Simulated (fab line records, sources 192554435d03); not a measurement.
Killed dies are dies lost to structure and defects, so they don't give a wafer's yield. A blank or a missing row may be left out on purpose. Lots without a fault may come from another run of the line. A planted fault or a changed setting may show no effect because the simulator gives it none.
fab line records | flow n5_finfet
record lots=3 wafers=9 last_day=16
route steps=1938 shown WELL_APT@46 PMOS_HMC_CHANNEL_EPI@57 SD_EPI_N@284 BEOL_M4@1111
lots that met no fault: from a run of the same line without faults
start_h: hours from the record's first day to the start of the lot's first wafer shown | wait_h: hours since the lot's step before | " the same as in the row above | L1.1+2: a row that stands for several wafers | - no value, or no start given | * or withheld: withheld | < > ~ a bound
route shown NAME@n: a module of which the file shows steps, and the number in the route of the first | usual: mean/standard deviation of fault-free wafers | same: alike in all rows | chamber/n: place in a boat | sites: the reading at each site | _std_site: their standard deviation | _edge_site: outer sites' mean less inner sites' | radius_mm: how far each site lies from the wafer's centre | mask NAME#n: copy n | behind: the tool/chamber that last shaped the wafer | hold: why the lot was held/for how many hours/how that ended | device: the transistor (n, p or np) that didn't switch | end of line: the same wafers' tests at the end of the route | a step without rows: its recipe alone | killed: dies lost to structure and defects at the first sort, not the wafer's yield | map: a wafer's dies, x killed, . not, _ none there
set.NAME: the setting as run; set.NAME@STEP: as run at that earlier step | model.NAME: the simulator's own value behind a step, which no gauge read
lots at some steps of the route; a table a step, a row a wafer
## steps
# step N5_WELL_APT_DESCUM_30
# recipe chemistry=O2 time_s=7.9 source_power_w=50 bias_power_w=20 pressure_mtorr=20 rf_frequency_hz=2.712e+07 temp_c=40 o2_flow_sccm=225
# step N5_WELL_APT_IMPLANT_31
# recipe species=B energy_kev=60 dose_cm2=1.5e+13 tilt_deg=0 rotation_deg=0
# step N5_WELL_APT_IMPLANT_32
# recipe species=BF2 energy_kev=50 dose_cm2=2e+13 tilt_deg=0 rotation_deg=0
# step N5_WELL_APT_STRIP_33
# recipe chemistry=SPM time_s=900 temp_c=130 h2so4_h2o2_vol_ratio=4 dry=ipa_marangoni
# step N5_WELL_APT_RTA_34
# recipe temp_c=1000 time_s=10 ambient=N2 idle_temp_c=600 ramp_up_c_per_s=150 ramp_down_c_per_s=60 cool_to_c=600
# step N5_WELL_APT_OXIDE_STRIP_42
# recipe chemistry=dHF dilution=25:1 time_s=45 temp_c=25 target=SiO2 target_depth_a=120
# step N5_WELL_APT_PRECLEAN_36
# recipe chemistry=O3/DIW time_s=45 temp_c=22 o3_ppm=10
# step N5_WELL_APT_PRECLEAN_39
# recipe chemistry=dHF time_s=60 dilution=150:1 temp_c=25
# step N5_WELL_APT_SRD_37
# recipe dry=ipa_marangoni do_ppb=5 time_s=30 temp_c=23 rinse_liquid=diw
# step N5_WELL_APT_EPI_41
# recipe material=Si target_thk_a=500 temp_c=650 precursor=SiH4/H2 pressure_torr=20 time_s=297.7
# usual chamber_pressure_Torr=20.00/0.05 lamp_inner_pct=14.5/2.1 run_length_s=358/3.7 throttle_valve_pct=11.82/0.23
# columns lot.wafer tool chamber start_h wait_h chamber_pressure_Torr lamp_inner_pct run_length_s throttle_valve_pct model.Si_of_WELL_APT_EPI_41.thk_nm
L304.1 epi_rpcvd-04 0 40.92 0.4 20.03 16.9 356 11.84 50.49
L304.2 " 0 " " 20.06 16.8 356 11.65 50.29
L304.5 " 0 " " 20.03 16.9 422 11.48 62.41
L314.2 epi_rpcvd-02 0 100.08 0.2 20.00 12.4 364 12.30 49.62
L314.3 " 0 " " 19.87 12.2 365 12.26 49.76
L314.4 " 0 " " 19.97 12.3 365 11.75 49.27
L318.2 epi_rpcvd-04 0 124.22 0.2 19.97 17.0 363 11.59 49.56
L318.3 " 0 " " 20.01 17.3 364 11.61 49.72
L318.5 " 0 " " 20.13 16.9 363 11.42 49.27
# step N5_PMOS_HMC_CHANNEL_EPI_HM_DEP_34
# recipe material=SiO2 target_thk_a=360 temp_c=400 precursor=TEOS/O2 pressure_torr=6.5 rf_w=900 teos_flow_sccm=161.4 gas=O2 flow_sccm=2650 time_s=6.9
# step N5_PMOS_HMC_CHANNEL_EPI_COAT_31
# recipe resist=BARC temp_c=205 time_s=60 spin_rpm=1500 resist_thk_nm=66
# step N5_PMOS_HMC_CHANNEL_EPI_COAT_03
# recipe resist=CAR-ArF-block spin_rpm=1500 resist_thk_nm=205
# step N5_PMOS_HMC_CHANNEL_EPI_EBR_05
# recipe solvent=PGMEA ebr_width_mm=1.5
# step N5_PMOS_HMC_CHANNEL_EPI_SOFTBAKE_04
# recipe temp_c=110 time_s=60 resist=CAR-ArF-block
# step N5_PMOS_HMC_CHANNEL_EPI_EXPOSE_06
# recipe mask_id=PMOS_HMC_BLK na=1.35 source_shape=conventional sigma_outer=0.8 polarization=unpolarized target_cd_nm=240 dose_mj=41
# step N5_PMOS_HMC_CHANNEL_EPI_PEB_07
# recipe peb_temp_c=110 peb_time_s=60 resist=CAR-ArF-block
# step N5_PMOS_HMC_CHANNEL_EPI_DEVELOP_08
# recipe develop_time_s=30 developer=TMAH resist=CAR-ArF-block dev_temp_c=23 rinse_liquid=diw dry=air_spin
# step N5_PMOS_HMC_CHANNEL_EPI_DESCUM_14
# recipe chemistry=O2 time_s=7.9 source_power_w=50 bias_power_w=20 pressure_mtorr=20 rf_frequency_hz=2.712e+07 temp_c=40 resist=CAR-ArF-block o2_flow_sccm=225
# step N5_PMOS_HMC_CHANNEL_EPI_ETCH_32
# recipe chemistry=N2/H2 target=BARC stop_on=SiO2 target_depth_a=858 over_etch_frac=0.3 time_s=50.3 ion_energy_ev=200 mask_material=CAR-ArF-block pressure_mtorr=30 source_w=840 bias_w=150 n2_flow_sccm=200 h2_flow_sccm=200
# step N5_PMOS_HMC_CHANNEL_EPI_HM_OPEN_15
# recipe chemistry=CHF3/O2 target=SiO2 mask_material=CAR-ArF-block target_depth_a=406 CHF3_flow_sccm=50 O2_flow_sccm=5 Ar_flow_sccm=200 time_s=20.3 pressure_mtorr=30 source_w=650 bias_w=170 ion_energy_ev=200
# step N5_PMOS_HMC_CHANNEL_EPI_STRIP_33
# recipe chemistry=N2/H2 power_w=500 temp_c=40 pressure_mtorr=50 rf_frequency_hz=6e+07 overash_fraction=0.3 bias_power_w=8 h2_frac=0.5 n2_flow_sccm=300 h2_flow_sccm=300
# step N5_PMOS_HMC_CHANNEL_EPI_STRIP_17
# recipe chemistry=SPM time_s=750 temp_c=130 h2so4_h2o2_vol_ratio=4 dry=ipa_marangoni
# step N5_PMOS_HMC_CHANNEL_EPI_ETCH_38
# recipe chemistry=CF4 target=SiO2 target_depth_a=15 ion_energy_ev=350 pressure_mtorr=10 icp_w=800 bias_w=400 cf4_flow_sccm=80
# step N5_PMOS_HMC_CHANNEL_EPI_FIN_RECESS_16
# recipe chemistry=HBr/Cl2 target=Si mask_material=SiO2 target_depth_a=540 time_s=18 pressure_mtorr=10 icp_w=800 bias_w=75 HBr_flow_sccm=150 Cl2_flow_sccm=80
# step N5_PMOS_HMC_CHANNEL_EPI_PRECLEAN_36
# recipe chemistry=O3/DIW time_s=45 temp_c=22 o3_ppm=10
# step N5_PMOS_HMC_CHANNEL_EPI_PRECLEAN_18
# recipe chemistry=DHF time_s=30 temp_c=25 dilution=withheld
# step N5_PMOS_HMC_CHANNEL_EPI_SRD_19
# recipe dry=ipa_marangoni do_ppb=5 time_s=30 temp_c=23 rinse_liquid=diw
# step N5_PMOS_HMC_CHANNEL_EPI_EPI_20
# recipe material=SiGe30 mask_material=SiO2 pressure_torr=20 target_thk_a=590 temp_c=600
# step N5_PMOS_HMC_CHANNEL_EPI_HM_STRIP_35
# recipe chemistry=dHF temp_c=25 material=SiO2 target=SiO2 target_depth_a=396 time_s=216
# step N5_PMOS_HMC_CHANNEL_EPI_SRD_39
# recipe dry=ipa_marangoni time_s=30 temp_c=23 rinse_liquid=diw
# step N5_PMOS_HMC_CHANNEL_EPI_CMP_21
# recipe material=SiGe30 post_cmp_clean=alkaline_brush target_thk_nm=54
# step N5_PMOS_HMC_CHANNEL_EPI_PRECLEAN_40
# recipe chemistry=DHF time_s=30 temp_c=25 dilution=withheld
# step N5_PMOS_HMC_CHANNEL_EPI_PRECLEAN_37
# recipe chemistry=O3/DIW time_s=45 temp_c=22 o3_ppm=10
# step N5_SD_EPI_N_STRIP_18
# recipe chemistry=SPM time_s=750 temp_c=130 h2so4_h2o2_vol_ratio=4
# usual bath_guard_temp_C=130.0/0.47
# columns lot.wafer tool chamber start_h wait_h bath_guard_temp_C model.Si_of_WELL_APT_EPI_41.thk_nm
L304.1 wet_bench-04 5 74.96 0.0 129.8 9.4
L304.2 " 4 " " 130.1 10.4
L304.5 " 1 " " 130.5 22.4
L314.2 wet_bench-04 0 136.44 0.0 129.8 7.2
L314.3 " 6 " " 130.6 7.4
L314.4 " 1 " " 130.5 6.4
L318.2 wet_bench-02 4 158.04 0.0 129.4 7.8
L318.3 " 5 " " 130.3 9.4
L318.5 " 2 " " 129.6 8.8
# step N5_BEOL_M4_RC_MEAS_101
# usual CJ_N=4.34/0.1 CJ_P=5.81/0.19 DIBL_N=36.4/1.6 DIBL_P=36.2/1.8 IOFF_N=0.159/0.029 IOFF_P=0.21/0.034 ION_N=670/12 ION_P=459/8.2 RS_PWELL=3015/21 SS_N=71.5/0.59 SS_P=73.2/0.54 VT_N=250/3.3 VT_P=-250/3.7
# columns lot.wafer tool chamber start_h wait_h CJ_N CJ_P DIBL_N[mV/V] DIBL_P[mV/V] IOFF_N[nA/um] IOFF_P[nA/um] ION_N[uA/um] ION_P[uA/um] RS_PWELL[ohm/sq] SS_N[mV/dec] SS_P[mV/dec] VT_N[mV] VT_P[mV]
L304.1 prober-01 0 211.55 0.0 4.20 6.06 35.2 35.6 0.152 0.20 670 458 3028 71.6 73.0 249 -250
L304.2 " 0 " " 4.08 5.95 34.2 35.2 0.128 0.18 647 450 2995 71.3 73.3 253 -251
L304.5 " 0 " " 2.57 4.19 37.3 39.3 0.202 0.32 673 465 2835 72.5 75.5 243 -246
L314.2 prober-02 0 258.55 0.2 4.45 5.78 37.3 36.2 0.170 0.20 668 459 2971 71.8 73.3 249 -250
L314.3 " 0 " " 4.40 5.57 34.6 33.0 0.116 0.16 657 451 3014 71.1 72.5 257 -251
L314.4 " 0 " " 4.44 5.74 39.6 39.0 0.220 0.24 690 466 3002 71.7 73.3 247 -251
L318.2 prober-01 0 290.46 0.2 4.35 5.71 36.5 37.1 0.165 0.23 676 465 3036 70.7 73.9 249 -245
L318.3 " 0 " " 4.23 5.40 37.3 39.1 0.171 0.25 663 459 3035 71.2 74.0 250 -249
L318.5 " 0 " " 4.27 5.62 36.2 37.5 0.159 0.23 673 471 3011 70.4 72.7 250 -246
## key
first_sign step=N5_WELL_APT_EPI_41 reading=run_length_s direction=up sigmas=17 usual=* struck=*
effect step=N5_BEOL_M4_RC_MEAS_101 reading=CJ_N direction=down sigmas=17 usual=4.34 struck=2.57
effect step=N5_BEOL_M4_RC_MEAS_101 reading=RS_PWELL direction=down sigmas=8.6 usual=3015 struck=2835
effect step=N5_BEOL_M4_RC_MEAS_101 reading=CJ_P direction=down sigmas=8.4 usual=5.81 struck=4.19
effect step=N5_BEOL_M4_RC_MEAS_101 reading=SS_P direction=up sigmas=4.2 usual=73.2 struck=75.5
effect step=N5_BEOL_M4_RC_MEAS_101 reading=IOFF_P direction=up sigmas=3.2 usual=0.21 struck=0.32
model_effect step=N5_WELL_APT_EPI_41 value=Si_of_WELL_APT_EPI_41.thk_nm without=51.09 struck=62.41
model_effect step=N5_SD_EPI_N_STRIP_18 value=Si_of_WELL_APT_EPI_41.thk_nm without=11 struck=22.4
met_at N5_WELL_APT_EPI_41
struck_wafers L304.5
fault kind=process_parameter_drift tool=epi_rpcvd-04 chamber=- onset_h=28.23 steps=N5_WELL_APT_EPI_41 channel=time_s offset=* shape=step end_h=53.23 scope=struck_wafers_only acts_in=* stated=*
